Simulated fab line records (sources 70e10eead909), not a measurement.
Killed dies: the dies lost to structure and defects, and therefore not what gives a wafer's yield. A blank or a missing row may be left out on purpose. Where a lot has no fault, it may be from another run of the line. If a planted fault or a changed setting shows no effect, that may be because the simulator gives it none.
Matching of chambers | flow nand harc | 4 sister chambers for NHARC_A_CONTACT_ETCH_102 on rie diel-10
The step etches the open film in CF4/O2, target depth 100 nm, overetch 10 nm, time 55 s. 14 wafers are shown with their chamber, then 7 later ones without.

WAFERS, EACH WITH ITS CHAMBER
wafer  | chamber | drypump motor current A (A) | showerhead plenum p Torr (Torr) | rf vpp V (V)
L078.1 | 0       | 5.4                         | 1.34                            | 198.6
L078.2 | 1       | 6.4                         | 1.33                            | 198.7
L078.6 | 2       | 6.1                         | 1.41                            | 197.5
L076.2 | 2       | 6.1                         | 1.41                            | 200.6
L076.3 | 3       | 4.7                         | 1.32                            | 196.8
L076.4 | 0       | 5.4                         | 1.34                            | 198.8
L080.1 | 2       | 6.1                         | 1.41                            | 199.6
L080.2 | 3       | 4.7                         | 1.32                            | 197.8
L080.4 | 3       | 4.7                         | 1.32                            | 197.5
L082.2 | 2       | 6.1                         | 1.41                            | 198.5
L082.4 | 1       | 6.5                         | 1.32                            | 196.9
L082.5 | 2       | 6.1                         | 1.41                            | 197.8
L088.3 | 1       | 6.4                         | 1.32                            | 198.0
L088.5 | 1       | 6.4                         | 1.32                            | 197.7

SIGNATURES (means of the wafers above)
reading                  | chamber 0 | chamber 1 | chamber 2 | chamber 3 | scatter within a chamber
drypump motor current A  | 5.400     | 6.425     | 6.100     | 4.700     | 0.0274
showerhead plenum p Torr | 1.3400    | 1.3225    | 1.4100    | 1.3200    | 0.00274
rf vpp V                 | 198.700   | 197.825   | 198.800   | 197.367   | 0.942
Rule: a wafer's distance from a chamber is the root of the sum, over the readings, of the square of ((its reading less the chamber's mean) divided by the reading's scatter). The wafer belongs to the nearest chamber; if the next one is less than 2 further off, it can't be placed. The scatter: the root of (the sum of the squares of (reading less its chamber's mean) over the shown wafers, divided by (wafers less chambers)).

WAFERS WITH NO CHAMBER GIVEN
wafer  | drypump motor current A (A) | showerhead plenum p Torr (Torr) | rf vpp V (V)
L088.6 | 6.1                         | 1.40                            | 199.2
L093.4 | 6.0                         | 1.40                            | 200.3
L093.5 | 4.7                         | 1.31                            | 197.9
L093.6 | 5.4                         | 1.32                            | 197.5
L094.1 | 4.7                         | 1.31                            | 197.5
L094.3 | 5.4                         | 1.32                            | 197.8
L094.6 | 6.0                         | 1.40                            | 199.4

THE CHAMBER EACH PASSED THROUGH
wafer  | from the rows above | in truth
L088.6 | 2                   | 2
L093.4 | 2                   | 2
L093.5 | 3                   | 3
L093.6 | 0                   | 0
L094.1 | 3                   | 3
L094.3 | 0                   | 0
L094.6 | 2                   | 2
7 of 7 placed correctly. Number that these rows cannot place: 0. 0 placed wrongly.
